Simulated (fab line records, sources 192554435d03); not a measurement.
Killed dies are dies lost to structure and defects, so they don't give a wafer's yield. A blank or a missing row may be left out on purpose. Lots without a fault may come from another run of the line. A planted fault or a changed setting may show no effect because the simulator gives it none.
Chamber matching | flow n5_finfet | N5_FIN_SAQP_MANDREL2_REMOVE_60 on rie_si-04: 4 sister chambers
The step chemistry HBr/Cl2/O2, target a-Si, stops on SiNx, bt time 10 s. 7 wafers are shown with their chamber, then 7 later ones without.

WAFERS WITH THEIR CHAMBER
wafer  | chamber | throttle_valve_pct (%) | oes_product_au (a.u.)
L075.5 | 0       | 36.67                  | 1.006
L079.2 | 2       | 36.45                  | 0.995
L083.1 | 3       | 36.76                  | 1.017
L083.2 | 1       | 36.54                  | 1.004
L083.6 | 1       | 36.52                  | 1.004
L087.1 | 3       | 36.76                  | 1.027
L087.3 | 2       | 36.46                  | 1.003

WAFERS WITHOUT THEIR CHAMBER
wafer  | throttle_valve_pct (%) | oes_product_au (a.u.)
L087.4 | 36.70                  | 1.020
L092.2 | 36.52                  | 0.999
L092.3 | 36.74                  | 1.018
L092.4 | 36.45                  | 0.992
L093.1 | 36.49                  | 0.995
L093.2 | 36.76                  | 1.008
L093.4 | 36.52                  | 1.004

WHICH CHAMBER EACH WENT THROUGH
wafer  | from the rows above     | in truth
L087.4 | 0                       | 0
L092.2 | 1                       | 1
L092.3 | 3                       | 3
L092.4 | 2                       | 2
L093.1 | can't be placed: 2 or 1 | 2
L093.2 | 3                       | 3
L093.4 | 1                       | 1
Placed correctly: 6 of 7. Can't be placed from these rows: 1 (the true chamber is among the candidates in 1). Placed wrongly: 0.
How it was worked out, from the rows above alone: a wafer's distance from a chamber is the root of the sum, over the readings, of the square of ((its reading less the chamber's mean) divided by the reading's scatter). The wafer belongs to the nearest chamber; if the next one is less than 2 further off, it can't be placed. A chamber's mean is the mean of its shown wafers. The scatter: the root of (the sum of the squares of (reading less its chamber's mean) over the shown wafers, divided by (wafers less chambers)).
